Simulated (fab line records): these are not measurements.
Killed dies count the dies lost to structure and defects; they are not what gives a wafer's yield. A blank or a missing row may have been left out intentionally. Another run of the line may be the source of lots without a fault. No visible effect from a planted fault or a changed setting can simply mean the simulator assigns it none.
Which of the tools did it? / flow nand harc / 12 lots with 36 wafers sampled at 2 steps, on a route of 1159 steps

## WHAT EACH GAUGE READ, for each wafer
NHARC_P_M0_THK_MEAS_24: measures by xrf.
lot=L076; measured=day 6 12:01; on=film metro-02; thk nm (nm)=116.8 113.6 118.9
lot=L077; measured=day 6 17:11; on=film metro-02; thk nm (nm)=118.8 116.2 117.4
lot=L079; measured=day 7 02:45; on=film metro-02; thk nm (nm)=119.5 120.0 118.8
lot=L080; measured=day 7 09:11; on=film metro-01; thk nm (nm)=117.6 116.8 116.2
lot=L082; measured=day 8 07:17; on=film metro-02; thk nm (nm)=116.9 117.6 116.6
lot=L084; measured=day 8 10:35; on=film metro-02; thk nm (nm)=117.4 118.3 116.2
lot=L087; measured=day 9 03:36; on=film metro-01; thk nm (nm)=117.0 117.1 116.8
lot=L089; measured=day 9 21:25; on=film metro-02; thk nm (nm)=117.3 117.3 116.5
lot=L091; measured=day 10 10:28; on=film metro-01; thk nm (nm)=118.4 117.4 119.8
lot=L093; measured=day 10 18:25; on=film metro-02; thk nm (nm)=116.8 114.8 117.8
lot=L095; measured=day 11 03:19; on=film metro-01; thk nm (nm)=117.2 112.7 115.5
lot=L097; measured=day 12 02:51; on=film metro-01; thk nm (nm)=117.4 118.8 118.1

## WHAT TOOL EACH LOT RAN ON (gives the tool, then ch and the chambers of the sampled wafers, and finally the start)
lot=L076; NHARC_P_M0_PVD_21=pvd sputter-01, day 6 12:01 or earlier
lot=L077; NHARC_P_M0_PVD_21=pvd sputter-01, day 6 17:11 or earlier
lot=L079; NHARC_P_M0_PVD_21=pvd sputter-01, day 7 02:45 or earlier
lot=L080; NHARC_P_M0_PVD_21=pvd sputter-03, day 7 09:11 or earlier
lot=L082; NHARC_P_M0_PVD_21=pvd sputter-02, day 8 07:17 or earlier
lot=L084; NHARC_P_M0_PVD_21=pvd sputter-03, day 8 10:35 or earlier
lot=L087; NHARC_P_M0_PVD_21=pvd sputter-02, day 9 03:36 or earlier
lot=L089; NHARC_P_M0_PVD_21=pvd sputter-01, day 9 21:25 or earlier
lot=L091; NHARC_P_M0_PVD_21=pvd sputter-01, day 10 10:28 or earlier
lot=L093; NHARC_P_M0_PVD_21=pvd sputter-01, day 10 18:25 or earlier
lot=L095; NHARC_P_M0_PVD_21=pvd sputter-01, day 11 03:19 or earlier
lot=L097; NHARC_P_M0_PVD_21=pvd sputter-01, day 12 02:51 or earlier
- NHARC_P_M0_PVD_21: deposits Cu, target thk 30 nm, time 20.49 s.

## THE ANSWER, worked out from the rows above alone
Rule: usual is defined by the lots themselves. The widest of any qualifying gaps counts: lots, ordered by their means at a reading, are off when they make up no more than a third of the lots, leave a main group of 4 or more, and stand apart from it by 3 or more times the standard deviation of that group's means. Not used: any main group whose means are identical at the precision the tables above print for the reading. A lot without any number at a reading at which 4 lots or more have one is off too. Where the step has rows for the other lots, those lots are counted as sound.
Across all readings shown, no lot is off: no conclusion can be drawn from this.

## WHAT THE SIMULATOR HAD INSERTED
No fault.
